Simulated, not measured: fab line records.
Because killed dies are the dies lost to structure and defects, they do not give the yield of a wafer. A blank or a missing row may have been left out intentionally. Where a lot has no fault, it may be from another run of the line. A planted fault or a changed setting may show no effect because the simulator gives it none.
What tool caused it?	flow n5Finfet	Sampling: 19 lots, 57 wafers, 6 of 1938 route steps

== WHAT EACH GAUGE READ, for each wafer ==
The record lacks any reading of a measuring or inspecting step that a usual standard deviation could be used to judge.

== TOOL THAT RAN EACH LOT (tool first, then ch and the chambers of the sampled wafers, then the start) ==
lot	N5_BEOL_M10_SURFACE_TREAT_76	N5_BEOL_M11_DESCUM_16	N5_BEOL_M11_ETCH_65	N5_BEOL_M11_TRENCH_ETCH_37	N5_BEOL_M11_ETCH_41	N5_BEOL_M11_STRIP_77
L076	pvdSputter-03, day 11 02:15	rieDiel-04 ch 1,3, day 11 07:22	rieDiel-03 ch 0,2,3, day 11 10:17	rieDiel-03 ch 0,2,3, no start	rieDiel-03 ch 0,2,3, no start	rieDiel-03 ch 0,2,3, no start
L078	pvdSputter-03, day 11 07:47	rieDiel-04 ch 0,1,2, day 11 11:26	rieDiel-02 ch 0,1, day 11 15:35	rieDiel-02 ch 0,1, no start	rieDiel-02 ch 0,1, no start	rieDiel-02 ch 0,1, no start
L075	pvdSputter-02, day 11 07:55	rieDiel-02 ch 0,2, day 11 11:13	rieDiel-03 ch 0,2, day 11 15:45	rieDiel-03 ch 0,2, no start	rieDiel-03 ch 0,2, no start	rieDiel-03 ch 0,2, no start
L077	pvdSputter-01, day 11 17:12	rieDiel-04 ch 0,1,3, day 11 20:17	rieDiel-04 ch 0,1,2, day 12 00:38	rieDiel-04 ch 0,1,2, no start	rieDiel-04 ch 0,1,2, no start	rieDiel-04 ch 0,1,2, no start
L081	pvdSputter-03, day 11 20:02	rieDiel-03 ch 0,1,2, day 12 01:46	rieDiel-02 ch 0,1, day 12 02:45	rieDiel-02 ch 0,1, no start	rieDiel-02 ch 0,1, no start	rieDiel-02 ch 0,1, no start
L080	pvdSputter-03, day 12 04:59	rieDiel-04 ch 1,2, day 12 10:58	rieDiel-03 ch 0,3, day 12 12:20	rieDiel-03 ch 0,3, no start	rieDiel-03 ch 0,3, no start	rieDiel-03 ch 0,3, no start
L079	pvdSputter-03, day 12 15:24	rieDiel-02 ch 2,3, day 12 18:47	rieDiel-02 ch 0,1,2, day 12 20:23	rieDiel-02 ch 0,1,2, no start	rieDiel-02 ch 0,1,2, no start	rieDiel-02 ch 0,1,2, no start
L083	pvdSputter-02, day 13 08:25	rieDiel-03 ch 0,2,3, day 13 12:04	rieDiel-02 ch 0,1, day 13 13:04	rieDiel-02 ch 0,1, no start	rieDiel-02 ch 0,1, no start	rieDiel-02 ch 0,1, no start
L084	pvdSputter-02, day 13 11:41	rieDiel-03 ch 0,1,3, day 13 14:38	rieDiel-02 ch 0,2, day 13 16:44	rieDiel-02 ch 0,2, no start	rieDiel-02 ch 0,2, no start	rieDiel-02 ch 0,2, no start
L088	pvdSputter-02, day 13 13:07	rieDiel-04 ch 1,2,3, day 13 18:06	rieDiel-04 ch 1,2,3, day 13 20:23	rieDiel-04 ch 1,2,3, no start	rieDiel-04 ch 1,2,3, no start	rieDiel-04 ch 1,2,3, no start
L085	pvdSputter-03, day 13 17:16	rieDiel-02 ch 2,3, day 13 21:08	rieDiel-03 ch 0,1,2, day 13 23:25	rieDiel-03 ch 0,1,2, no start	rieDiel-03 ch 0,1,2, no start	rieDiel-03 ch 0,1,2, no start
L089	pvdSputter-02, day 13 21:38	rieDiel-02 ch 0,2,3, day 14 04:00	rieDiel-03 ch 2,3, day 14 08:21	rieDiel-03 ch 2,3, no start	rieDiel-03 ch 2,3, no start	rieDiel-03 ch 2,3, no start
L090	pvdSputter-02, day 14 09:35	rieDiel-02 ch 0,1,2, day 14 13:22	rieDiel-04 ch 1,2,3, day 14 15:26	rieDiel-04 ch 1,2,3, no start	rieDiel-04 ch 1,2,3, no start	rieDiel-04 ch 1,2,3, no start
L092	pvdSputter-01, day 15 09:36	rieDiel-04 ch 0,2, day 15 15:03	rieDiel-04 ch 0,1,2, day 15 17:52	rieDiel-04 ch 0,1,2, no start	rieDiel-04 ch 0,1,2, no start	rieDiel-04 ch 0,1,2, no start
L093	pvdSputter-03, day 15 19:44	rieDiel-04 ch 0,1, day 15 23:37	rieDiel-02 ch 0,3, day 16 04:35	rieDiel-02 ch 0,3, no start	rieDiel-02 ch 0,3, no start	rieDiel-02 ch 0,3, no start
L097	pvdSputter-02, day 16 05:59	rieDiel-02 ch 0,2, day 16 09:51	rieDiel-02 ch 2,3, day 16 12:40	rieDiel-02 ch 2,3, no start	rieDiel-02 ch 2,3, no start	rieDiel-02 ch 2,3, no start
L096	pvdSputter-03, day 16 16:14	rieDiel-02 ch 0,2, day 16 20:08	rieDiel-03 ch 0,3, day 16 23:21	rieDiel-03 ch 0,3, no start	rieDiel-03 ch 0,3, no start	rieDiel-03 ch 0,3, no start
L094	pvdSputter-01, day 16 17:58	rieDiel-03 ch 1,2,3, day 16 21:08	rieDiel-02 ch 0,3, day 16 22:53	rieDiel-02 ch 0,3, no start	rieDiel-02 ch 0,3, no start	rieDiel-02 ch 0,3, no start
L095	pvdSputter-03, day 17 10:38	rieDiel-02 ch 1,3, day 17 15:28	rieDiel-02 ch 0,2,3, day 17 17:44	rieDiel-02 ch 0,2,3, no start	rieDiel-02 ch 0,2,3, no start	rieDiel-02 ch 0,2,3, no start
- N5_BEOL_M10_SURFACE_TREAT_76
- N5_BEOL_M11_DESCUM_16: chemistry O2, time 7.9 s.
- N5_BEOL_M11_ETCH_65: etches SiARC in CF4, target depth 39 nm, time 65 s.
- N5_BEOL_M11_TRENCH_ETCH_37: etches SiCOH lowk in C4F6/O2, target depth 148.83 nm, time 48 s.
- N5_BEOL_M11_ETCH_41: etches SiCN in CH3F/O2, target depth 42.6 nm, time 86 s.
- N5_BEOL_M11_STRIP_77: strips in N2/H2, time 10 s.

== WHAT THE TOOLS THEMSELVES READ (means of the sampled wafers that have a number; where no wafer has one, the mark that the record gives instead) ==
N5_BEOL_M11_DESCUM_16.
lot	tool	drypumpMotorCurrentA (A)	oesProductAu (a.u.)	rfVppV (V)	showerheadPlenumPTorr (Torr)	throttleValvePct (%)
L076	rieDiel-04	5.6	0.67	242.7	2.12	20.93
L078	rieDiel-04	5.8	0.73	243.5	2.14	20.66
L075	rieDiel-02	5.4	0.74	242.9	2.11	20.25
L077	rieDiel-04	5.7	0.69	243.8	2.13	20.80
L081	rieDiel-03	5.4	0.86	242.2	2.05	20.17
L080	rieDiel-04	5.7	0.72	243.5	2.12	20.82
L079	rieDiel-02	5.3	0.81	244.1	2.11	20.16
L083	rieDiel-03	5.7	0.81	243.2	2.06	20.22
L084	rieDiel-03	5.5	0.83	242.8	2.05	20.36
L088	rieDiel-04	5.5	0.70	244.7	2.14	20.68
L085	rieDiel-02	5.2	0.87	243.1	2.08	20.14
L089	rieDiel-02	5.3	0.81	242.7	2.07	20.25
L090	rieDiel-02	5.8	0.71	242.4	2.07	20.37
L092	rieDiel-04	5.9	0.89	243.9	2.15	20.35
L093	rieDiel-04	5.8	0.99	243.1	2.10	20.57
L097	rieDiel-02	5.5	0.73	242.2	2.05	20.37
L096	rieDiel-02	5.5	0.73	242.5	2.05	20.38
L094	rieDiel-03	5.5	0.79	243.4	2.06	20.41
L095	rieDiel-02	6.0	0.93	241.8	2.04	20.15

N5_BEOL_M11_ETCH_65.
lot	tool	drypumpMotorCurrentA (A)	etchRfOnTimeS (s)	mfcArSccm (sccm)	oesProductAu (a.u.)	rfVppV (V)	showerheadPlenumPTorr (Torr)	throttleValvePct (%)
L076	rieDiel-03	5.7	65.4	99.93	0.71	184.3	2.13	15.52
L078	rieDiel-02	6.2	64.3	100.04	0.63	184.9	2.10	15.60
L075	rieDiel-03	5.6	65.4	100.09	0.74	183.8	2.11	15.28
L077	rieDiel-04	5.8	66.8	100.00	0.61	183.8	2.19	15.87
L081	rieDiel-02	6.2	65.3	100.11	0.62	182.4	2.10	15.61
L080	rieDiel-03	5.7	64.9	99.86	0.72	183.7	2.10	15.39
L079	rieDiel-02	5.8	65.3	100.07	0.63	184.2	2.13	15.56
L083	rieDiel-02	6.2	65.8	99.77	0.61	183.4	2.10	15.64
L084	rieDiel-02	5.4	66.8	99.72	0.62	184.0	2.16	15.49
L088	rieDiel-04	5.5	65.1	100.08	0.61	184.2	2.20	15.86
L085	rieDiel-03	5.4	65.7	99.89	0.72	183.5	2.11	15.49
L089	rieDiel-03	5.9	66.1	100.43	0.64	183.3	2.15	15.78
L090	rieDiel-04	5.5	65.7	100.19	0.60	184.3	2.19	15.88
L092	rieDiel-04	5.8	64.4	100.10	0.78	183.8	2.19	15.58
L093	rieDiel-02	5.4	65.1	99.96	0.68	183.1	2.07	15.51
L097	rieDiel-02	5.2	64.5	100.25	0.71	183.7	2.14	15.55
L096	rieDiel-03	5.7	65.2	100.12	0.69	183.5	2.09	15.45
L094	rieDiel-02	5.4	64.8	99.99	0.68	182.5	2.07	15.53
L095	rieDiel-02	5.3	65.4	99.95	0.66	183.6	2.12	15.54

N5_BEOL_M11_TRENCH_ETCH_37.
lot	tool	drypumpMotorCurrentA (A)	mfcArSccm (sccm)	oesProductAu (a.u.)	rfVppV (V)	showerheadPlenumPTorr (Torr)	throttleValvePct (%)
L076	rieDiel-03	5.7	300.5	0.83	665	2.84	20.85
L078	rieDiel-02	6.2	300.3	0.73	677	2.79	20.93
L075	rieDiel-03	5.6	299.6	0.88	680	2.82	20.69
L077	rieDiel-04	5.8	299.8	0.72	658	2.93	21.24
L081	rieDiel-02	6.2	300.4	0.73	676	2.79	20.94
L080	rieDiel-03	5.7	300.0	0.85	669	2.81	20.76
L079	rieDiel-02	5.8	300.3	0.73	681	2.83	20.88
L083	rieDiel-02	6.2	299.3	0.72	678	2.79	20.96
L084	rieDiel-02	5.5	299.6	0.72	685	2.87	20.82
L088	rieDiel-04	5.5	299.5	0.70	662	2.94	21.30
L085	rieDiel-03	5.4	300.0	0.84	673	2.81	20.86
L089	rieDiel-03	5.9	298.9	0.76	649	2.85	21.04
L090	rieDiel-04	5.5	299.3	0.70	663	2.93	21.32
L092	rieDiel-04	5.8	299.7	0.90	658	2.91	21.04
L093	rieDiel-02	5.4	299.0	0.81	675	2.76	20.90
L097	rieDiel-02	5.2	299.4	0.83	648	2.86	20.94
L096	rieDiel-03	5.7	300.0	0.82	668	2.79	20.82
L094	rieDiel-02	5.3	300.6	0.80	675	2.76	20.91
L095	rieDiel-02	5.4	300.3	0.78	669	2.82	20.91

N5_BEOL_M11_ETCH_41.
lot	tool	drypumpMotorCurrentA (A)	mfcArSccm (sccm)	oesProductAu (a.u.)	rfVppV (V)	showerheadPlenumPTorr (Torr)	throttleValvePct (%)
L076	rieDiel-03	5.7	150.3	0.82	297.8	2.00	16.22
L078	rieDiel-02	6.2	150.2	0.74	296.9	1.96	16.33
L075	rieDiel-03	5.6	150.0	0.88	296.3	1.98	16.04
L077	rieDiel-04	5.8	150.2	0.72	298.2	2.05	16.61
L081	rieDiel-02	6.2	149.4	0.73	296.6	1.96	16.34
L080	rieDiel-03	5.7	149.8	0.84	296.4	1.97	16.15
L079	rieDiel-02	5.8	149.9	0.73	296.6	1.99	16.29
L083	rieDiel-02	6.2	150.2	0.72	296.6	1.96	16.36
L084	rieDiel-02	5.4	150.0	0.73	297.3	2.02	16.23
L088	rieDiel-04	5.5	150.1	0.71	297.7	2.06	16.65
L085	rieDiel-03	5.4	150.0	0.84	297.0	1.97	16.20
L089	rieDiel-03	5.9	150.0	0.76	296.6	2.00	16.44
L090	rieDiel-04	5.5	150.2	0.71	297.5	2.06	16.66
L092	rieDiel-04	5.8	150.0	0.90	298.3	2.05	16.34
L093	rieDiel-02	5.4	150.2	0.81	295.6	1.93	16.26
L097	rieDiel-02	5.2	149.5	0.82	297.2	2.00	16.28
L096	rieDiel-03	5.7	150.0	0.82	296.6	1.96	16.20
L094	rieDiel-02	5.4	150.6	0.80	296.4	1.93	16.26
L095	rieDiel-02	5.3	150.0	0.77	297.9	1.98	16.29

N5_BEOL_M11_STRIP_77.
lot	tool	drypumpMotorCurrentA (A)	h2FlowSccm (sccm)	oesProductAu (a.u.)	rfVppV (V)	showerheadPlenumPTorr (Torr)	throttleValvePct (%)
L076	rieDiel-03	5.7	199.8	0.83	59.5	2.52	23.4
L078	rieDiel-02	6.2	200.2	0.73	59.0	2.48	24.0
L075	rieDiel-03	5.6	200.0	0.87	59.0	2.50	23.1
L077	rieDiel-04	5.8	200.8	0.72	58.7	2.61	24.1
L081	rieDiel-02	6.2	200.0	0.72	57.9	2.48	24.0
L080	rieDiel-03	5.7	199.8	0.83	59.6	2.50	23.4
L079	rieDiel-02	5.8	199.8	0.72	59.1	2.52	23.8
L083	rieDiel-02	6.2	200.7	0.71	58.8	2.48	24.0
L084	rieDiel-02	5.5	199.6	0.73	59.8	2.56	23.6
L088	rieDiel-04	5.5	199.2	0.70	59.5	2.60	24.0
L085	rieDiel-03	5.4	201.0	0.84	59.5	2.50	23.4
L089	rieDiel-03	5.9	200.0	0.77	58.8	2.53	23.6
L090	rieDiel-04	5.5	199.6	0.70	60.1	2.60	24.1
L092	rieDiel-04	5.8	199.5	0.91	59.6	2.60	23.9
L093	rieDiel-02	5.4	199.9	0.81	59.5	2.46	23.9
L097	rieDiel-02	5.2	200.4	0.83	59.7	2.53	23.3
L096	rieDiel-03	5.7	199.9	0.80	58.5	2.49	23.4
L094	rieDiel-02	5.4	199.1	0.80	58.5	2.46	23.9
L095	rieDiel-02	5.3	200.3	0.78	59.0	2.51	23.6

== THE ANSWER, worked out from the rows above alone ==
Rule: the lots themselves supply what counts as usual. The widest of any qualifying gaps counts: lots, ordered by their means at a reading, are off when they make up no more than a third of the lots, leave a main group of 4 or more, and stand apart from it by 3 or more times the standard deviation of that group's means. The tables above print the reading to a certain number of digits; a main group whose means all agree to those digits is not used. Also off: a lot with no number at a reading for which 4 or more lots have one. All remaining lots with rows at the step are treated as sound. First the gauges in route order, then the tools' own readings, where a lot's mean is used as printed above. At the first step where some lot is off, the reading lying furthest off is the one used; lots without a number count as furthest.
No lot is off on any of the readings shown, so nothing can be concluded from this.

== WHAT WAS PUT IN BY THE SIMULATOR ==
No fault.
